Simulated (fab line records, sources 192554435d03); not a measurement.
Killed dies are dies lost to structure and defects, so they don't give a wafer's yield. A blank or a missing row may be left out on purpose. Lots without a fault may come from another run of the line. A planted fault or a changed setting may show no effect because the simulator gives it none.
One fault seen from 3 desks | flow n5_finfet | each desk has only its own numbers; what lay behind them comes last

THE TOOL OWNER'S DESK: ald_sin-04
The tool's own readings at N5_SPACER0_ALD_00 (deposits SiOCN, target thk 3.5 nm, pulse time 3 s, purge time 2 s): means of the sampled wafers that have a number, for each lot that ran on this tool. A lot is out of limits, marked OUT, if its mean lies more than 4 standard deviations from the usual mean; the brackets give that distance.
Columns: A = heater_power_w at N5_SPACER0_ALD_00, usual 830 W; B = precursor_pulse_height_rel at N5_SPACER0_ALD_00, usual 0.999
lot  | first seen here | A   | B
L117 | day 5 23:31     | 820 | 1.001
L119 | day 6 08:20     | 691 | 0.987
L120 | day 6 12:42     | 877 | 0.982
L123 | day 7 08:44     | 891 | 0.980
This desk's finding: nothing out of limits on any of the 4 lots.

THE METROLOGY DESK
What the gauges read, lot by lot, whatever tool the lot ran on: means of the sampled wafers that have a number. A lot is out of limits, marked OUT, if its mean lies more than 4 standard deviations from the usual mean; the brackets give that distance. Of its 11 readings 7 are shown: those that lie furthest out on some lot.
Columns: A = cd_nm at N5_SD_EPI_N_CD_MEAS_09, usual 119.9 nm; B = DIBL_N at N5_BEOL_M4_RC_MEAS_101, usual 36.4 mV/V; C = IOFF_P at N5_BEOL_M4_RC_MEAS_101, usual 0.210 nA/um; D = ION_N at N5_BEOL_M4_RC_MEAS_101, usual 675 uA/um; E = ION_P at N5_BEOL_M4_RC_MEAS_101, usual 463 uA/um; F = VT_N at N5_BEOL_M4_RC_MEAS_101, usual 250 mV; G = VT_P at N5_BEOL_M4_RC_MEAS_101, usual -250.3 mV
lot  | first seen here | A     | B    | C     | D   | E   | F   | G
L108 | day 3 14:43     | 119.6 | 35.2 | 0.203 | 671 | 458 | 249 | -248.4
L110 | day 4 02:16     | 120.4 | 34.6 | 0.202 | 675 | 471 | 251 | -248.8
L112 | day 4 12:11     | 120.9 | 37.5 | 0.229 | 683 | 470 | 249 | -248.1
L117 | day 6 00:20     | 119.8 | 35.8 | 0.205 | 660 | 459 | 256 | -249.4
L119 | day 6 09:02     | 120.2 | 38.5 | 0.213 | 672 | 463 | 251 | -250.2
L120 | day 6 13:31     | 120.3 | 33.4 | 0.167 | 660 | 449 | 255 | -256.6
L123 | day 7 09:25     | 119.6 | 36.2 | 0.182 | 675 | 457 | 250 | -254.4
L126 | day 8 00:53     | 121.2 | 35.4 | 0.208 | 673 | 467 | 252 | -249.2
L127 | day 8 05:57     | 119.9 | 37.5 | 0.219 | 681 | 465 | 247 | -250.6
L129 | day 8 19:05     | 119.4 | 36.3 | 0.224 | 671 | 467 | 250 | -249.1
This desk's finding: nothing out of limits on any of the 10 lots.

THE DEFECT DESK
What the inspections along the route counted, lot by lot: means of the sampled wafers that have a number. A lot is out of limits, marked OUT, if its mean lies more than 4 standard deviations from the usual mean; the brackets give that distance.
Columns: A = raw_defect_count at N5_SPACER0_INSPECT_04, usual 135
lot  | first seen here | A
L108 | day 3 14:27     | 102
L110 | day 4 02:00     | 139
L112 | day 4 11:47     | 94
L117 | day 5 23:56     | 123
L119 | day 6 08:46     | 156
L120 | day 6 13:07     | 93
L123 | day 7 09:08     | 170
L126 | day 8 00:29     | 154
L127 | day 8 05:33     | 132
L129 | day 8 18:41     | 202
This desk's finding: nothing out of limits on any of the 10 lots.

PUT TOGETHER
The tool owner's desk saw nothing out of limits.
The metrology desk saw nothing out of limits.
The defect desk saw nothing out of limits.

WHAT THE SIMULATOR HAD PUT IN
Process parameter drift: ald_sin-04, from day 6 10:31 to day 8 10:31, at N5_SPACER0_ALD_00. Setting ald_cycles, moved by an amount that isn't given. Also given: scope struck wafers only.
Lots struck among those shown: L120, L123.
